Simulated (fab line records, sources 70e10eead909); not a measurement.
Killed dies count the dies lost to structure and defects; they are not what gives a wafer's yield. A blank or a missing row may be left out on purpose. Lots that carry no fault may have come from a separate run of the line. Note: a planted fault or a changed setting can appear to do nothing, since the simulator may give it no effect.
Check for tools in common	flow nand harc	Lots sampled 2, wafers sampled 6

== WHY THIS WAS OPENED ==
At NHARC_END_SORT_01 the reading killed at periphery is flagged on 2 of 2 lots. No-fault wafers: 4.2, standard deviation 2.7.
Rule: a lot is flagged in two cases, either no wafer of it has a number, or all its wafers with numbers fall more than 4 standard deviations from that mean. As for the other lots, they are considered sound.

lot	measured	on	killed at periphery, wafer by wafer	flag
L585	day 29 19:20	prober-02	241 209 229	FLAGGED
L584	day 30 04:57	prober-01	235 234 217	FLAGGED
The numbers of the flagged lots are 227.5 on average: +223.3 against the usual, or +83 standard deviations.

== WHICH TOOL RAN EACH LOT ==
The record holds 3 process steps before the reading, out of a route of 1302 steps. Read each cell as the tool, then ch plus the chambers that the sampled wafers visited, then the start.
lot	flag	NHARC_P_M0_ECD_22	NHARC_A_BONDPAD_CMP_19	NHARC_THIN_TSV_DESCUM_35
L585	FLAGGED	ecd cu-02 ch 0,1, day 12 06:10	cmp-04 ch 1,2,3, day 28 17:35	rie diel-07 ch 1,2, day 29 11:17
L584	FLAGGED	ecd cu-02 ch 0,1, day 12 03:45	cmp-02 ch 0,1,2, day 28 23:35	rie diel-03 ch 0,3, day 29 18:31
What is done by these steps:
- NHARC_P_M0_ECD_22: material Cu, target thk 400 nm.
- NHARC_A_BONDPAD_CMP_19: polishes, t overpolish 30 s, cu recess touch 16 s, target thk 169.82 nm.
- NHARC_THIN_TSV_DESCUM_35: chemistry O2, time 3 s.
- NHARC_END_SORT_01

== FLAGGED OVER TOTAL, TOOL BY TOOL (the gauges that took the reading come last) ==
step	tool	lots run	flagged	share of the flagged lots	sound lots run after its first flagged lot
NHARC_P_M0_ECD_22	ecd cu-02	2	2	all	0
NHARC_A_BONDPAD_CMP_19	cmp-02	1	1	some	0
NHARC_A_BONDPAD_CMP_19	cmp-04	1	1	some	0
NHARC_THIN_TSV_DESCUM_35	rie diel-03	1	1	some	0
NHARC_THIN_TSV_DESCUM_35	rie diel-07	1	1	some	0
NHARC_END_SORT_01	prober-01	1	1	some	0
NHARC_END_SORT_01	prober-02	1	1	some	0

== THE TABLE: WHAT IT ALLOWS ==
Rows of the table that ran each flagged lot: 1, that is ecd cu-02 at NHARC_P_M0_ECD_22.
- ecd cu-02 at NHARC_P_M0_ECD_22: 2 of its 2 lots flagged. In this sample it ran no sound lot ahead of its first flagged lot, so there is no way to narrow down the start.
Left over: one tool, ecd cu-02 at NHARC_P_M0_ECD_22.

== WHAT THE SIMULATOR PUT IN ==
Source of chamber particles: ecd cu-02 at NHARC_P_M0_ECD_22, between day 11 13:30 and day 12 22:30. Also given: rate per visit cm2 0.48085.
Shown lots that were struck: L585, L584. The rule given above showed the same thing.
